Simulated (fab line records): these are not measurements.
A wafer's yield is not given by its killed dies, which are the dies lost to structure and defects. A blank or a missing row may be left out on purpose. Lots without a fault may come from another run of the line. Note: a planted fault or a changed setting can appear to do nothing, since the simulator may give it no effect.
Matching of chambers    flow n5Finfet    pecvd-01 running N5_BEOL_M9_ILD_DEP_00: 3 sister chambers
The step deposits SiCOH lowk from DEMS/porogen, target thk 308.51 nm, time 58 s. 27 wafers are shown with their chamber, then 12 later ones without.

== WAFERS, EACH WITH ITS CHAMBER ==
wafer   chamber  showerheadVppV (V)  throttleValvePct (%)  heaterPowerW (W)
L074.1  2        1399                13.7                  359
L074.2  0        1440                13.5                  289
L074.3  1        1386                14.0                  308
L076.1  2        1379                13.5                  354
L076.2  1        1364                13.7                  252
L076.4  1        1365                13.9                  257
L078.1  0        1448                13.4                  276
L078.2  1        1373                13.9                  311
L078.3  2        1392                13.2                  344
L079.1  1        1392                13.7                  265
L079.2  2        1389                13.4                  336
L079.3  0        1464                13.4                  288
L083.1  0        1451                13.4                  266
L083.3  1        1398                13.7                  287
L083.5  2        1393                13.1                  362
L084.1  0        1461                13.5                  288
L084.3  2        1412                13.3                  315
L084.6  0        1471                13.3                  294
L086.2  1        1385                13.8                  245
L086.5  0        1432                13.7                  298
L086.6  2        1381                13.4                  320
L089.1  1        1368                14.0                  315
L089.3  2        1398                13.3                  357
L089.6  1        1369                13.6                  323
L091.1  1        1391                13.9                  313
L091.5  2        1370                13.3                  306
L091.6  1        1376                13.9                  309

SIGNATURES (means of the wafers above)
reading           chamber 0  chamber 1  chamber 2  scatter within a chamber
showerheadVppV    1452.43    1378.82    1390.33    12.6
throttleValvePct  13.457     13.827     13.356     0.147
heaterPowerW      285.57     289.55     339.22     23.1
Rule: a wafer lies at a distance from a chamber equal to the root of the sum of squares, over the readings, of (its reading less the chamber's mean, divided by the reading's scatter). The wafer belongs to the nearest chamber; if the next one is less than 2 further off, it can't be placed. How the scatter is found: for the shown wafers, subtract from each reading the mean of its chamber, square and add these, divide the total by (wafers less chambers), then take the root.

== WAFERS WITHOUT THEIR CHAMBER ==
wafer   showerheadVppV (V)  throttleValvePct (%)  heaterPowerW (W)
L090.1  1476                13.5                  291
L090.3  1392                13.2                  345
L090.5  1370                13.7                  345
L092.1  1443                13.4                  244
L092.2  1372                13.6                  291
L092.3  1388                13.8                  312
L097.3  1448                13.4                  261
L097.4  1389                13.6                  288
L097.5  1456                13.2                  269
L095.1  1378                13.9                  265
L095.4  1371                13.4                  277
L095.6  1362                13.9                  260

== EACH ONE'S CHAMBER ==
wafer   from the rows above      in truth
L090.1  0                        0
L090.3  2                        2
L090.5  can't be placed: 1 or 2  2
L092.1  0                        0
L092.2  can't be placed: 1 or 2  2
L092.3  1                        1
L097.3  0                        0
L097.4  can't be placed: 1 or 2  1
L097.5  0                        0
L095.1  1                        1
L095.4  can't be placed: 1 or 2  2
L095.6  1                        1
Placed correctly: 8 of 12. Unplaceable from these rows: 4, with the true chamber sitting among the candidates in 4. Number placed wrongly: 0.
